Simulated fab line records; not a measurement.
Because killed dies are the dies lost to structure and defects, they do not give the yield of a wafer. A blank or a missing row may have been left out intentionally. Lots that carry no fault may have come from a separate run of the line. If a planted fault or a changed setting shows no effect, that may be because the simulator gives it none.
fab line records	flow n5Finfet
record: lots: 7	wafers: 39
route steps=1938 shown GATE_CUT@477
startH: hours from the record's opening day to when the first of the lot's shown wafers began	waitH: time in hours since the lot's previous step	" same as the row above	L1.1+2: a single row standing in for several wafers	- value missing, or start not given	* or withheld: withheld	< > ~ a bound
route shown NAME@n: a module of which the file shows steps, and the number in the route of the first	usual: average and standard deviation across the fault-free wafers	same: alike in all rows	chamber/n: place in a boat	sites: readings site by site	_std_site: the standard deviation of these	_edge_site: mean of outer sites minus mean of inner sites	radiusMm: how far each site lies from the wafer's centre	mask NAME#n: copy n	behind: the most recent tool/chamber to have shaped the wafer	hold: the reason the lot was held/the length of the hold in hours/how it ended	device: whichever transistor did not switch (one of n, p or np)	end of line: tests of these same wafers at the route's end	a step with no rows: only its recipe	killed: at the first sort, the dies lost to defects and structure; wafer yield is something else	map: a wafer's dies, marking killed ones x, the rest . and places with no die _
set.NAME: the setting as run; set.NAME@STEP: as run at that earlier step	model.NAME: the simulator's own value behind a step, which no gauge read
lots run with intentionally changed settings; tables by step, rows by wafer
== steps ==
step: N5_GATE_CUT_HM_DEP_46
recipe: material: SiO2	targetThkA: 1300	tempC: 400	precursor: TEOS/O2	pressureTorr: 6.5	rfW: 900	teosFlowSccm: 161.4	gas: O2	flowSccm: 2650	timeS: 26.6
lot.wafer	tool	chamber	startH	waitH	set.targetThkA	model.SiO2_of_GATE_CUT_HM_DEP_46.thkNm
L076.1	pecvd-04	0	96.33	0.0	1300	131.4
L076.2	"	1	"	"	1300	131.6
L076.3	"	2	"	"	1442	144.8
L076.4	"	0	"	"	1442	147.4
L076.5	"	2	"	"	1442	147
L076.6	"	1	"	"	1300	134
L082.3	pecvd-02	2	134.48	0.0	1300	129
L082.4	"	2	"	"	1300	131.8
L082.5	"	0	"	"	1300	130.8
L083.1	pecvd-03	2	135.67	0.0	1300	130.6
L083.2+3	"	0,1	"	"	1300	129.6
L083.4+5	"	1,0	"	"	1300	131
L083.6	"	2	"	"	1300	132.6
L087.1	pecvd-02	1	162.32	0.0	1300	130.4
L087.2	"	2	"	"	1300	131.4
L087.3	"	0	"	"	1149	115
L087.4	"	2	"	"	1149	118
L087.5	"	0	"	"	1300	133
L087.6	"	1	"	"	1149	117.6
L089.1	pecvd-02	2	173.11	0.0	1300	129.8
L089.2	"	1	"	"	1300	129
L089.3	"	2	"	"	1300	131.6
L089.4+6	"	1	"	"	1300	130.6
L089.5	"	2	"	"	1300	132
L090.1	pecvd-03	2	179.39	0.0	1300	129
L090.2	"	1	"	"	1300	129.6
L090.3	"	0	"	"	1446	144.4
L090.4	"	2	"	"	1446	147.6
L090.5	"	0	"	"	1446	146.6
L090.6	"	1	"	"	1300	130.8
L096.1	pecvd-02	0	214.50	0.0	1470	145.8
L096.2	"	1	"	"	1300	130
L096.3	"	2	"	"	1470	148
L096.4	"	1	"	"	1300	132.2
L096.5	"	0	"	"	1470	148.6
L096.6	"	2	"	"	1300	132.8
step: N5_GATE_CUT_COAT_34
recipe: resist: SOC	tempC: 250	timeS: 60	spinRpm: 1500	resistThkNm: 60
step: N5_GATE_CUT_COAT_35
recipe: resist: SiARC	tempC: 220	timeS: 60	spinRpm: 1500	resistThkNm: 10
step: N5_GATE_CUT_STRIP_38
recipe: chemistry: N2/H2	tempC: 40	n2FlowSccm: 200	h2FlowSccm: 200	rfFrequencyHz: 6e+07
step: N5_GATE_CUT_STRIP_39
recipe: chemistry: N2/H2	tempC: 40	n2FlowSccm: 200	h2FlowSccm: 200	rfFrequencyHz: 6e+07
step: N5_GATE_CUT_HM_OPEN_40
recipe: chemistry: C4F6/O2	target: SiO2	maskMaterial: SiARC	targetDepthA: 1390	timeS: 85.1	ionEnergyEv: 250	pressureMtorr: 30	sourceW: 345	biasW: 185	Ar_flow_sccm: 300	C4F6_flow_sccm: 10	O2_flow_sccm: 10	ends: cleared
usual: etchRfOnTimeS: 94.2/1.7
lot.wafer	tool	chamber	startH	waitH	set.targetThkA@GATE_CUT_HM_DEP_46	etchRfOnTimeS	model.etch.depthNm	model.SOC_of_GATE_CUT_COAT_34.thkNm
L076.1	rieDiel-05	0	97.47	0.0	1300	95.9	131.5	32.6
L076.2	"	2	"	"	1300	94.6	131.7	32.6
L076.3	"	1	"	"	1442	105.3	144.8	29.8
L076.4	"	3	"	"	1442	107.7	147.3	29.2
L076.5	"	2	"	"	1442	105.7	147	29.4
L076.6	"	3	"	"	1300	96.6	134	31.6
L082.3	rieDiel-04	2	135.22	0.0	1300	92.9	129	32.8
L082.4	"	3	"	"	1300	97.5	131.7	32.4
L082.5	"	2	"	"	1300	93.7	130.7	32.6
L083.1	rieDiel-03	1	136.29	0.0	1300	93.4	130.6	32.6
L083.2	"	3	"	"	1300	92.2	129.7	33.2
L083.3	"	2	"	"	1300	92.1	129.5	33.2
L083.4	"	0	"	"	1300	93.7	131	32.6
L083.5	"	2	"	"	1300	92.9	131	32.8
L083.6	"	3	"	"	1300	93.7	132.5	32.6
L087.1	rieDiel-03	0	163.12	0.0	1300	93.8	130.4	32.8
L087.2	"	1	"	"	1300	94.7	131.4	32.4
L087.3	"	2	"	"	1149	81.9	115.1	35.8
L087.4	"	3	"	"	1149	83.9	118	35.2
L087.5	"	1	"	"	1300	96.0	133.1	32
L087.6	"	0	"	"	1149	84.3	117.6	35.2
L089.1	rieDiel-04	1	173.76	0.0	1300	92.1	129.8	32.8
L089.2	"	2	"	"	1300	93.1	129	33
L089.3	"	0	"	"	1300	95.4	131.7	32.2
L089.4	"	3	"	"	1300	96.5	130.6	32.4
L089.5	"	3	"	"	1300	96.9	132	32.2
L089.6	"	2	"	"	1300	93.7	130.7	32.4
L090.1	rieDiel-04	1	180.01	0.0	1300	90.9	128.9	33.2
L090.2	"	2	"	"	1300	92.4	129.5	33
L090.3	"	0	"	"	1446	104.1	144.4	29.8
L090.4	"	0	"	"	1446	107.1	147.7	29
L090.5	"	2	"	"	1446	104.2	146.7	29.4
L090.6	"	1	"	"	1300	92.8	130.9	32.8
L096.1	rieDiel-03	1	215.16	0.0	1470	105.4	145.9	29.4
L096.2	"	3	"	"	1300	92.5	130	32.8
L096.3	"	2	"	"	1470	105.6	148	29
L096.4	"	0	"	"	1300	95.3	132.3	32
L096.5	"	0	"	"	1470	106.7	148.5	28.8
L096.6	"	3	"	"	1300	93.8	132.8	32.2
step: N5_GATE_CUT_STRIP_41
recipe: chemistry: CF4	resist: SiARC	powerW: 300	biasPowerW: 75	pressureMtorr: 50	cf4FlowSccm: 150	rfFrequencyHz: 6e+07
step: N5_GATE_CUT_STRIP_42
recipe: chemistry: O2	powerW: 400	tempC: 40	pressureMtorr: 30	rfFrequencyHz: 6e+07	biasPowerW: 0	overashFraction: 0.3	o2FlowSccm: 225
step: N5_GATE_CUT_ALD_22
recipe: material: SiNx	targetThkA: 160	tempC: 400	aldPrecursorFamily: SiH2I2	aldCoReactant: N2/H2-plasma	pulseTimeS: 1	aldCycles: 320	purgeTimeS: 2	coReactantPurgeTimeS: 2	pressureTorr: 2
step: N5_GATE_CUT_CMP_23
recipe: stopOn: SiO2	tOverpolishS: 23.4	postCmpClean: alkalineBrush	downForcePsi: 2.5	platenRpm: 51.8	padVelocityMS: 1.0307	targetThkNm: 16
step: N5_GATE_CUT_THK_MEAS_24
recipe: reads: SiO2_of_GATE_CUT_HM_DEP_46+SiO2_flowable_of_ILD0_FCVD_FILL_01
usual: GC_FILL_THK: 220.6/1.6
lot.wafer	tool	chamber	startH	waitH	set.targetThkA@GATE_CUT_HM_DEP_46	GC_FILL_THK[nm]
L076.1	filmMetro-02	-	100.41	-	1300	220.6
L076.2	"	-	"	"	1300	220.5
L076.3	"	-	"	"	1442	234.2
L076.4	"	-	"	"	1442	236.1
L076.5	"	-	"	"	1442	234.9
L076.6	"	-	"	"	1300	223.1
L082.3	filmMetro-02	-	137.68	-	1300	218.7
L082.4	"	-	"	"	1300	221.6
L082.5	"	-	"	"	1300	220.3
L083.1	filmMetro-02	-	138.75	-	1300	220.3
L083.2	"	-	"	"	1300	218.8
L083.3	"	-	"	"	1300	219.2
L083.4	"	-	"	"	1300	220.2
L083.5	"	-	"	"	1300	221.0
L083.6	"	-	"	"	1300	223.2
L087.1	filmMetro-02	-	165.58	-	1300	219.8
L087.2	"	-	"	"	1300	221.5
L087.3	"	-	"	"	1149	204.0
L087.4	"	-	"	"	1149	207.7
L087.5	"	-	"	"	1300	222.8
L087.6	"	-	"	"	1149	208.2
L089.1	filmMetro-02	-	176.52	-	1300	219.3
L089.2	"	-	"	"	1300	218.9
L089.3	"	-	"	"	1300	221.7
L089.4	"	-	"	"	1300	220.2
L089.5	"	-	"	"	1300	222.0
L089.6	"	-	"	"	1300	220.3
L090.1	filmMetro-01	-	182.97	-	1300	218.7
L090.2	"	-	"	"	1300	219.9
L090.3	"	-	"	"	1446	235.0
L090.4	"	-	"	"	1446	237.2
L090.5	"	-	"	"	1446	236.6
L090.6	"	-	"	"	1300	221.5
L096.1	filmMetro-02	-	217.69	-	1470	235.3
L096.2	"	-	"	"	1300	219.8
L096.3	"	-	"	"	1470	237.8
L096.4	"	-	"	"	1300	222.4
L096.5	"	-	"	"	1470	238.2
L096.6	"	-	"	"	1300	221.6
step: N5_GATE_CUT_CMP_43
recipe: material: SiO2	postCmpClean: rinseOnly
lot.wafer	tool	chamber	startH	waitH	set.targetThkA@GATE_CUT_HM_DEP_46	model.SiO2_of_GATE_CUT_HM_DEP_46.thkNm
L076.2+1	cmp-02	3,0	100.44	0.0	1300	5
L076.3+4+5	"	1,2,3	"	"	1442	5.8
L076.6	"	0	"	"	1300	5.2
L082.3+4+5	cmp-04	1,2,1	137.71	0.0	1300	5
L083.2+1+4+3+5	cmp-04	0,1,2,3,1	138.78	0.0	1300	5
L083.6	"	0	"	"	1300	5.2
L087.3	cmp-04	1	165.61	0.0	1149	4.2
L087.4+6	"	2,1	"	"	1149	4.4
L087.1+2	"	3,0	"	"	1300	5
L087.5	"	2	"	"	1300	5.2
L089.3+4+2+1+6+5	cmp-04	2,3,0,1,2,3	176.55	0.0	1300	5
L090.3	cmp-01	2	183.00	0.0	1446	5.6
L090.2+1+6	"	3,1,3	"	"	1300	5
L090.4+5	"	0,2	"	"	1446	5.8
L096.2	cmp-04	3	217.72	0.0	1300	5
L096.4+6	"	0	"	"	1300	5.2
L096.3+1+5	"	1,2,3	"	"	1470	5.8
== key ==
split: step: N5_GATE_CUT_HM_DEP_46	setting: targetThkA	stated: 1300	by: wafer
response: step: N5_GATE_CUT_HM_DEP_46	reading: model.SiO2_of_GATE_CUT_HM_DEP_46.thkNm	change: +1.3	per: 1%	r: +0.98
response: step: N5_GATE_CUT_HM_OPEN_40	reading: etchRfOnTimeS	change: *	per: 1%	r: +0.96
response: step: N5_GATE_CUT_HM_OPEN_40	reading: model.etch.depthNm	change: +1.3	per: 1%	r: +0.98
response: step: N5_GATE_CUT_HM_OPEN_40	reading: model.SOC_of_GATE_CUT_COAT_34.thkNm	change: -0.269	per: 1%	r: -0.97
response: step: N5_GATE_CUT_THK_MEAS_24	reading: GC_FILL_THK	change: +1.29	per: 1%	r: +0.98
response: step: N5_GATE_CUT_CMP_43	reading: model.SiO2_of_GATE_CUT_HM_DEP_46.thkNm	change: +0.0607	per: 1%	r: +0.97
